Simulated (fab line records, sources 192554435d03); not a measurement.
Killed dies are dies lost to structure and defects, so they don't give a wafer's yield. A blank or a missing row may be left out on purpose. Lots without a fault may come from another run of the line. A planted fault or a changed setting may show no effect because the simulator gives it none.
fab line records | flow n5_finfet
record lots=6 wafers=18 last_day=17
route steps=1938 shown BEOL_M11@1575 PASSIVATION@1936
lots that met no fault: from a run of the same line without faults
start_h: hours from the record's first day to the start of the lot's first wafer shown | wait_h: hours since the lot's step before | " the same as in the row above | L1.1+2: a row that stands for several wafers | - no value, or no start given | * or withheld: withheld | < > ~ a bound
route shown NAME@n: a module of which the file shows steps, and the number in the route of the first | usual: mean/standard deviation of fault-free wafers | same: alike in all rows | chamber/n: place in a boat | sites: the reading at each site | _std_site: their standard deviation | _edge_site: outer sites' mean less inner sites' | radius_mm: how far each site lies from the wafer's centre | mask NAME#n: copy n | behind: the tool/chamber that last shaped the wafer | hold: why the lot was held/for how many hours/how that ended | device: the transistor (n, p or np) that didn't switch | end of line: the same wafers' tests at the end of the route | a step without rows: its recipe alone | killed: dies lost to structure and defects at the first sort, not the wafer's yield | map: a wafer's dies, x killed, . not, _ none there
set.NAME: the setting as run; set.NAME@STEP: as run at that earlier step | model.NAME: the simulator's own value behind a step, which no gauge read
lots at some steps of the route; a table a step, a row a wafer
services: from which hour (start_h, from the record's first day; less than 0 if before it) a tool's chamber was out of use, for how many hours, and why
## steps
# step N5_BEOL_M11_VIA_ETCH_34
# recipe chemistry=C4F6/O2 target=SiCOH_lowk target_depth_a=1845 mask_material=SOC taper_deg=4 time_s=69.2 ion_energy_ev=250 pressure_mtorr=30 source_w=345 bias_w=185 Ar_flow_sccm=300 C4F6_flow_sccm=10 O2_flow_sccm=10
# step N5_BEOL_M11_STRIP_73
# recipe chemistry=C4F6/O2 resist=SiARC rf_frequency_hz=6e+07
# step N5_BEOL_M11_STRIP_36
# recipe chemistry=N2/H2 power_w=450 temp_c=40 pressure_mtorr=20 rf_frequency_hz=6e+07 overash_fraction=0.3 bias_power_w=7 h2_frac=0.5 n2_flow_sccm=200 h2_flow_sccm=200
# usual drypump_motor_current_A=5.6/0.5 oes_product_au=0.82/0.069 rf_vpp_V=59.2/1.8 showerhead_plenum_p_Torr=2.56/0.081 throttle_valve_pct=23.50/0.17
# columns lot.wafer tool chamber start_h wait_h drypump_motor_current_A oes_product_au rf_hours_counter_h rf_vpp_V showerhead_plenum_p_Torr throttle_valve_pct
L441.2 rie_diel-01 1 249.57 0.0 5.7 0.75 157 59.3 2.54 23.60
L441.3 " 0 " " 5.8 0.82 68 59.7 2.67 23.64
L441.6 " 2 " " 4.9 0.80 - 59.5 2.45 23.13
L443.1 rie_diel-03 0 267.38 0.0 5.6 0.89 42 59.2 2.48 23.09
L443.2 " 3 " " 5.7 0.86 53 58.9 2.58 23.56
L443.6 " 3 " " 5.8 0.86 - 59.3 2.58 23.55
L446.3 rie_diel-02 0 282.16 0.0 6.1 0.75 177 58.6 2.64 23.54
L446.4 " 0 " " 6.1 0.73 - 60.9 2.64 23.51
L446.6 " 1 " " 5.8 0.92 - 58.2 2.49 23.57
L448.1 rie_diel-02 0 294.79 0.0 6.1 0.72 181 56.6 2.64 23.52
L448.2 " 2 " " 5.0 0.77 118 56.1 2.45 23.64
L448.4 " 1 " " 5.8 0.90 21 59.7 2.48 23.64
L456.2 rie_diel-01 1 339.07 0.0 5.7 0.74 186 56.9 2.53 23.67
L456.3 " 0 " " 5.8 0.81 90 57.1 2.66 23.67
L456.4 " 2 " " 4.9 0.78 127 61.9 2.44 23.22
L458.1 rie_diel-02 3 359.77 0.0 4.9 0.89 23 58.1 2.58 23.32
L458.3 " 0 " " 6.1 0.73 202 56.8 2.63 23.57
L458.6 " 2 " " 5.0 0.76 - 59.8 2.44 23.66
# step N5_BEOL_M11_TRENCH_ETCH_37
# recipe chemistry=C4F6/O2 target_depth_a=1488.3 target=SiCOH_lowk time_s=48 ion_energy_ev=250 pressure_mtorr=30 source_w=345 bias_w=185 Ar_flow_sccm=300 C4F6_flow_sccm=10 O2_flow_sccm=10
# usual drypump_motor_current_A=5.6/0.5 oes_o_777_au=0.82/0.06 oes_product_au=0.82/0.065 rf_vpp_V=667/5.3 showerhead_plenum_p_Torr=2.87/0.085 throttle_valve_pct=20.85/0.2
# columns lot.wafer tool chamber start_h wait_h drypump_motor_current_A oes_o_777_au oes_product_au rf_hours_counter_h rf_vpp_V showerhead_plenum_p_Torr throttle_valve_pct
L441.2 rie_diel-01 1 - - 5.7 0.76 0.77 157 670 2.85 20.87
L441.3 " 0 " " 5.8 0.82 0.83 68 668 3.00 21.10
L441.6 " 2 " " 4.8 0.82 0.81 - 663 2.75 20.61
L443.1 rie_diel-03 0 - - 5.7 0.89 0.89 42 674 2.79 20.43
L443.2 " 3 " " 5.8 0.89 0.87 53 667 2.89 20.82
L443.6 " 3 " " 5.7 0.88 0.87 - 668 2.89 20.81
L446.3 rie_diel-02 0 - - 6.1 0.75 0.74 177 664 2.93 20.55
L446.4 " 0 " " 6.1 0.75 0.73 - 665 2.94 20.55
L446.6 " 1 " " 5.8 0.91 0.92 - 665 2.80 21.05
L448.1 rie_diel-02 0 - - 6.1 0.74 0.73 181 665 2.93 20.55
L448.2 " 2 " " 5.1 0.78 0.78 118 660 2.75 21.01
L448.4 " 1 " " 5.8 0.90 0.92 21 666 2.80 21.09
L456.2 rie_diel-01 1 - - 5.6 0.74 0.74 186 670 2.83 20.94
L456.3 " 0 " " 5.8 0.80 0.80 90 668 3.00 21.12
L456.4 " 2 " " 4.9 0.79 0.78 127 665 2.74 20.68
L458.1 rie_diel-02 3 - - 4.9 0.86 0.89 23 669 2.90 20.81
L458.3 " 0 " " 6.1 0.73 0.72 202 666 2.92 20.57
L458.6 " 2 " " 5.1 0.76 0.76 - 660 2.75 21.06
# step N5_BEOL_M11_ETCH_41
# recipe chemistry=CH3F/O2 target=SiCN target_depth_a=426 taper_deg=2 time_s=86 ion_energy_ev=120 mask_material=TiN pressure_mtorr=30 source_w=395 bias_w=75 Ar_flow_sccm=150 CH3F_flow_sccm=30 O2_flow_sccm=20
# usual CH3F_flow_sccm=30.00/0.087 drypump_motor_current_A=5.6/0.5 oes_product_au=0.82/0.065 rf_vpp_V=297.7/1.4 showerhead_plenum_p_Torr=2.02/0.062 throttle_valve_pct=16.23/0.17
# columns lot.wafer tool chamber start_h wait_h CH3F_flow_sccm drypump_motor_current_A oes_product_au rf_hours_counter_h rf_vpp_V showerhead_plenum_p_Torr throttle_valve_pct
L441.2 rie_diel-01 1 - - 30.22 5.7 0.77 157 297.2 2.00 16.28
L441.3 " 0 " " 29.93 5.8 0.83 68 299.7 2.12 16.42
L441.6 " 2 " " 30.16 4.8 0.81 - 296.0 1.93 16.06
L443.1 rie_diel-03 0 - - 29.98 5.6 0.88 42 296.2 1.96 15.82
L443.2 " 3 " " 29.91 5.7 0.87 53 296.2 2.03 16.21
L443.6 " 3 " " 30.15 5.8 0.87 - 297.4 2.03 16.18
L446.3 rie_diel-02 0 - - 29.96 6.1 0.74 177 298.6 2.07 16.04
L446.4 " 0 " " 29.97 6.1 0.74 - 299.4 2.07 16.02
L446.6 " 1 " " 29.97 5.8 0.92 - 298.2 1.96 16.37
L448.1 rie_diel-02 0 - - 29.89 6.1 0.74 181 299.9 2.06 16.03
L448.2 " 2 " " 29.83 5.1 0.78 118 297.1 1.93 16.39
L448.4 " 1 " " 29.97 5.8 0.92 21 296.5 1.96 16.39
L456.2 rie_diel-01 1 - - 30.06 5.6 0.74 186 296.0 1.99 16.34
L456.3 " 0 " " 30.08 5.8 0.79 90 298.9 2.11 16.47
L456.4 " 2 " " 29.87 4.9 0.79 127 296.5 1.92 16.11
L458.1 rie_diel-02 3 - - 30.08 4.9 0.89 23 298.9 2.04 16.15
L458.3 " 0 " " 29.92 6.1 0.73 202 299.8 2.06 16.06
L458.6 " 2 " " 30.04 5.0 0.77 - 295.7 1.93 16.42
# step N5_BEOL_M11_STRIP_77
# recipe chemistry=N2/H2 time_s=10 power_w=450 temp_c=40 pressure_mtorr=20 rf_frequency_hz=6e+07 bias_power_w=7 n2_flow_sccm=200 h2_flow_sccm=200
# usual drypump_motor_current_A=5.6/0.5 oes_product_au=0.82/0.068 rf_vpp_V=59.3/0.91 showerhead_plenum_p_Torr=2.56/0.081 throttle_valve_pct=23.50/0.17
# columns lot.wafer tool chamber start_h wait_h drypump_motor_current_A oes_product_au rf_hours_counter_h rf_vpp_V showerhead_plenum_p_Torr throttle_valve_pct
L441.2 rie_diel-01 1 - - 5.7 0.75 157 58.6 2.54 23.60
L441.3 " 0 " " 5.8 0.82 68 57.7 2.67 23.63
L441.6 " 2 " " 4.8 0.81 - 58.8 2.45 23.15
L443.1 rie_diel-03 0 - - 5.6 0.90 42 58.9 2.48 23.10
L443.2 " 3 " " 5.7 0.86 53 59.4 2.58 23.54
L443.6 " 3 " " 5.7 0.86 - 59.4 2.58 23.54
L446.3 rie_diel-02 0 - - 6.1 0.73 177 58.6 2.64 23.52
L446.4 " 0 " " 6.1 0.73 - 58.1 2.64 23.54
L446.6 " 1 " " 5.8 0.94 - 58.6 2.49 23.59
L448.1 rie_diel-02 0 - - 6.1 0.73 181 59.9 2.64 23.53
L448.2 " 2 " " 5.1 0.78 118 60.1 2.45 23.66
L448.4 " 1 " " 5.8 0.92 21 59.9 2.48 23.60
L456.2 rie_diel-01 1 - - 5.7 0.74 186 61.2 2.53 23.66
L456.3 " 0 " " 5.8 0.80 90 60.1 2.66 23.67
L456.4 " 2 " " 4.9 0.79 127 58.7 2.44 23.20
L458.1 rie_diel-02 3 - - 4.9 0.90 23 59.0 2.58 23.31
L458.3 " 0 " " 6.1 0.72 202 58.4 2.63 23.55
L458.6 " 2 " " 5.1 0.77 - 59.1 2.44 23.67
# step N5_BEOL_M11_OCD_MEAS_38
# usual trench_depth_nm=149.6/1.8
# columns lot.wafer tool chamber start_h wait_h trench_depth_nm
L441.2 ocd-02 - 249.79 - 148.5
L441.3 " - " " 151.3
L441.6 " - " " 150.3
L443.1 ocd-01 - 267.60 - 148.0
L443.2 " - " " 151.8
L443.6 " - " " 152.1
L446.3 ocd-01 - 282.38 - 148.8
L446.4 " - " " 146.7
L446.6 " - " " 150.3
L448.1 ocd-02 - 295.01 - 147.0
L448.2 " - " " 148.9
L448.4 " - " " 149.0
L456.2 ocd-02 - 339.30 - 150.6
L456.3 " - " " 150.6
L456.4 " - " " 151.1
L458.1 ocd-01 - 360.00 - 150.4
L458.3 " - " " 149.6
L458.6 " - " " 148.9
# step N5_BEOL_M11_HM_STRIP_39
# recipe chemistry=peroxide_tin_strip material=TiN target_depth_a=250 temp_c=50 time_s=158
# step N5_BEOL_M11_SRD_40
# recipe time_s=30 temp_c=23 rinse_liquid=diw dry=ipa_marangoni
# step N5_BEOL_M11_PRECLEAN_42
# recipe chemistry=residue_remover time_s=60 temp_c=40
# step N5_BEOL_M11_SRD_43
# recipe time_s=30 temp_c=23 rinse_liquid=diw dry=ipa_marangoni
# step N5_BEOL_M11_CD_MEAS_35
# recipe target_cd_nm=70 polarity=opening
# usual cd_nm=70.1/0.51
# columns lot.wafer tool chamber start_h wait_h cd_nm
L441.2 cd_sem-01 - 249.95 0.0 70.6
L441.3 " - " " 70.4
L441.6 " - " " 69.7
L443.1 cd_sem-03 - 267.76 0.0 69.7
L443.2 " - " " 69.9
L443.6 " - " " 69.8
L446.3 cd_sem-03 - 282.53 0.0 69.6
L446.4 " - " " 70.0
L446.6 " - " " 69.1
L448.1 cd_sem-03 - 295.17 0.0 69.9
L448.2 " - " " 70.4
L448.4 " - " " 70.5
L456.2 cd_sem-01 - 339.45 0.0 70.7
L456.3 " - " " 70.5
L456.4 " - " " 70.3
L458.1 cd_sem-03 - 360.15 0.0 71.0
L458.3 " - " " 69.1
L458.6 " - " " 70.4
# step N5_BEOL_M11_CURE_72
# recipe temp_c=370 time_s=120 ambient=DMADMS/He material=SiCOH_lowk
# usual lamp_power_pct=52.31/0.06 run_length_s=178.0/1.4 wafer_temp_C_max=371.7/0.54
# columns lot.wafer tool chamber start_h wait_h lamp_power_pct run_length_s wafer_temp_C_max
L441.2 uv_cure-02 0 250.04 0.1 52.31 177.3 371.4
L441.3 " 0 " " 52.34 177.3 371.6
L441.6 " 0 " " 52.38 177.6 371.7
L443.1 uv_cure-01 1 267.80 0.0 52.31 181.5 371.0
L443.2 " 1 " " 52.27 181.7 371.1
L443.6 " 1 " " 52.34 182.1 371.0
L446.3 uv_cure-01 0 283.35 0.8 51.96 172.5 370.9
L446.4 " 0 " " 52.35 181.0 370.9
L446.6 " 0 " " 52.32 181.1 371.3
L448.1 uv_cure-01 2 295.21 0.0 52.25 177.2 371.9
L448.2 " 2 " " 51.86 168.6 371.5
L448.4 " 2 " " 52.35 177.4 371.8
L456.2 uv_cure-03 0 339.72 0.3 52.31 176.7 372.3
L456.3 " 0 " " 52.26 177.0 371.9
L456.4 " 0 " " 52.25 176.8 372.5
L458.1 uv_cure-02 0 360.24 0.1 52.38 177.9 372.0
L458.3 " 0 " " 52.27 177.5 372.4
L458.6 " 0 " " 52.31 177.9 371.9
# step N5_BEOL_M11_DEGAS_44
# recipe ambient=vacuum temp_c=250 time_s=60
# usual heater_power_w=342/34
# columns lot.wafer tool chamber start_h wait_h heater_power_w
L441.2 pvd_sputter-02 - 250.90 0.8 355
L441.3 " - " " 334
L441.6 " - " " 295
L443.1 pvd_sputter-03 - 268.49 0.6 351
L443.2 " - " " 398
L443.6 " - " " 316
L446.3 pvd_sputter-01 - 283.82 0.4 305
L446.4 " - " " 372
L446.6 " - " " 302
L448.1 pvd_sputter-01 - 296.10 0.8 297
L448.2 " - " " 367
L448.4 " - " " 388
L456.2 pvd_sputter-01 - 340.01 0.2 293
L456.3 " - " " 365
L456.4 " - " " 335
L458.1 pvd_sputter-02 - 360.63 0.3 355
L458.3 " - " " 292
L458.6 " - " " 323
# step N5_PASSIVATION_PROBE_49
# usual defect_limited_yield=91.3/1.4 killed_at_M0_to_M3=34/10 killed_at_M4_up=13/4.8 killed_at_contacts=12/6.1 killed_at_front_end=40/11 killed_at_other=3.7/2.8 killed_dies=103/16 killed_open=67/12 killed_short=34/7.4 sort_bin_5_function=5.1/0.95 sort_bin_6_memory=3.2/0.62 sort_n_pass=1077/16 sort_yield_pct=91.3/1.4
# same gross_dies=1180 killed_at_back_side=0 sort_bin_4_leakage[%]=0 sort_bin_8_speed[%]=0
# columns lot.wafer tool chamber start_h wait_h defect_limited_yield[%] killed_at_M0_to_M3 killed_at_M4_up killed_at_contacts killed_at_front_end killed_at_other killed_dies killed_open killed_short sort_bin_5_function[%] sort_bin_6_memory[%] sort_n_pass sort_yield_pct[%]
L448.1 prober-02 - 337.26 0.0 92.3 32 12 7 34 6 91 58 32 4.3 3.2 1089 92.3
L448.2 prober-02 - 337.31 0.1 90.5 31 17 5 53 6 112 73 37 5.8 3.1 1068 90.5
L448.4 prober-02 - 337.41 0.2 91.4 35 10 10 45 1 101 60 37 5.3 2.4 1079 91.4
# killed by level:class
L448.1 BEOL_M2:geometric_particle:open=9 STI_FIN_REVEAL:geometric_particle:open=8 FIN_SAQP:geometric_particle:short=6 MOL_CONTACT_COAG:geometric_particle:open=6 FIN_SAQP:geometric_particle:open=5 BEOL_M5:geometric_particle:open=5 DUMMY_GATE:geometric_particle:open=4 BEOL_M3:geometric_particle:short=4
L448.2 FIN_SAQP:geometric_particle:open=16 FIN_SAQP:geometric_particle:short=12 BEOL_M4:geometric_particle:open=10 BEOL_M0_SAQP:geometric_particle:short=7 BEOL_M2:geometric_particle:open=6 STI_FIN_REVEAL:geometric_particle:open=5 DUMMY_GATE:geometric_particle:open=5 BEOL_M0_SAQP:geometric_particle:open=5
L448.4 FIN_SAQP:geometric_particle:short=17 BEOL_M2:geometric_particle:open=13 FIN_SAQP:geometric_particle:open=11 MOL_CONTACT_COAG:geometric_particle:open=9 BEOL_M0_SAQP:geometric_particle:open=5 BEOL_M1:geometric_particle:open=5 BEOL_M4:geometric_particle:open=5 STARTING-WAFER:geometric_particle:short=5
## services
# columns tool chamber start_h hours kind
rie_diel-03 0 240.51 12.8 repair
uv_cure-02 - 241.33 2.1 pm
rie_diel-02 3 256.42 2.8 repair
rie_diel-02 3 259.42 - clean
rie_diel-02 3 259.42 - consumable_replace:focus_ring
rie_diel-02 3 259.42 25.7 scheduled_down
rie_diel-02 3 259.42 25.7 vent_cycle
uv_cure-02 - 263.19 7.3 repair
rie_diel-02 2 267.02 6.3 repair
uv_cure-02 - 277.47 6.0 pm
pvd_sputter-01 - 300.26 1.2 repair
rie_diel-01 0 301.30 18.0 repair
rie_diel-01 2 304.72 3.9 repair
rie_diel-02 - 315.20 0.5 repair
uv_cure-02 - 330.51 7.5 pm
pvd_sputter-01 - 330.77 4.0 repair
rie_diel-02 2 334.70 5.6 repair
uv_cure-01 - 338.37 2.1 pm
rie_diel-03 1 340.21 - clean
rie_diel-03 1 340.21 - consumable_replace:focus_ring
rie_diel-03 1 340.21 20.5 scheduled_down
uv_cure-03 - 344.14 0.3 repair
rie_diel-03 - 349.76 2.8 pm
rie_diel-03 2 355.42 7.3 repair
## key
first_sign step=N5_BEOL_M11_CURE_72 reading=lamp_power_pct direction=down sigmas=6.7 usual=* struck=*
effect step=N5_BEOL_M11_CURE_72 reading=run_length_s direction=down sigmas=5.5 usual=* struck=*
met_at N5_BEOL_M11_CURE_72
struck_wafers L446.3,L448.2
onset_between 267.80 283.35
fault kind=process_parameter_drift tool=uv_cure-01 chamber=- onset_h=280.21 steps=N5_BEOL_M11_CURE_72 channel=time_s offset=* shape=step end_h=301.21 scope=struck_wafers_only acts_in=* stated=*
